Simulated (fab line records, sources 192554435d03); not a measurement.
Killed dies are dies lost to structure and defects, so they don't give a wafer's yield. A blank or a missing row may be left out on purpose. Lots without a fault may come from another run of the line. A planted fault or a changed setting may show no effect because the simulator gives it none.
Chamber matching | flow n5_finfet | N5_BEOL_M4_DESCUM_33 on rie_diel-05: 4 sister chambers
The step chemistry O2, time 7 s. 14 wafers are shown with their chamber, then 7 later ones without.

WAFERS WITH THEIR CHAMBER
wafer  | chamber | showerhead_plenum_p_Torr (Torr) | drypump_motor_current_A (A) | rf_vpp_V (V)
L076.1 | 1       | 2.14                            | 5.5                         | 243.6
L076.2 | 3       | 2.22                            | 4.9                         | 246.8
L076.4 | 2       | 1.91                            | 5.9                         | 242.0
L078.1 | 0       | 2.08                            | 5.4                         | 243.2
L078.5 | 2       | 1.91                            | 5.8                         | 239.8
L078.6 | 3       | 2.22                            | 4.9                         | 247.4
L085.2 | 1       | 2.14                            | 5.4                         | 243.8
L085.5 | 1       | 2.14                            | 5.5                         | 242.2
L085.6 | 2       | 1.90                            | 5.8                         | 240.8
L088.1 | 1       | 2.13                            | 5.5                         | 242.3
L088.2 | 2       | 1.90                            | 5.8                         | 240.0
L088.4 | 0       | 2.08                            | 5.4                         | 242.8
L089.1 | 1       | 2.13                            | 5.4                         | 243.1
L089.5 | 3       | 2.21                            | 4.9                         | 244.6

SIGNATURES (means of the wafers above)
reading                  | chamber 0 | chamber 1 | chamber 2 | chamber 3 | scatter within a chamber
showerhead_plenum_p_Torr | 2.0800    | 2.1360    | 1.9050    | 2.2167    | 0.00535
drypump_motor_current_A  | 5.400     | 5.460     | 5.825     | 4.900     | 0.0442
rf_vpp_V                 | 243.000   | 243.000   | 240.650   | 246.267   | 0.978
Rule: a wafer's distance from a chamber is the root of the sum, over the readings, of the square of ((its reading less the chamber's mean) divided by the reading's scatter). The wafer belongs to the nearest chamber; if the next one is less than 2 further off, it can't be placed. The scatter: the root of (the sum of the squares of (reading less its chamber's mean) over the shown wafers, divided by (wafers less chambers)).

WAFERS WITHOUT THEIR CHAMBER
wafer  | showerhead_plenum_p_Torr (Torr) | drypump_motor_current_A (A) | rf_vpp_V (V)
L089.6 | 1.90                            | 5.8                         | 238.8
L094.2 | 1.90                            | 5.8                         | 239.9
L094.3 | 2.13                            | 5.5                         | 242.4
L094.4 | 2.07                            | 5.4                         | 242.1
L095.1 | 1.89                            | 5.8                         | 239.5
L095.4 | 2.20                            | 4.9                         | 246.0
L095.5 | 2.20                            | 4.9                         | 244.2

WHICH CHAMBER EACH WENT THROUGH
wafer  | from the rows above | in truth
L089.6 | 2                   | 2
L094.2 | 2                   | 2
L094.3 | 1                   | 1
L094.4 | 0                   | 0
L095.1 | 2                   | 2
L095.4 | 3                   | 3
L095.5 | 3                   | 3
Placed correctly: 7 of 7. Can't be placed from these rows: 0. Placed wrongly: 0.
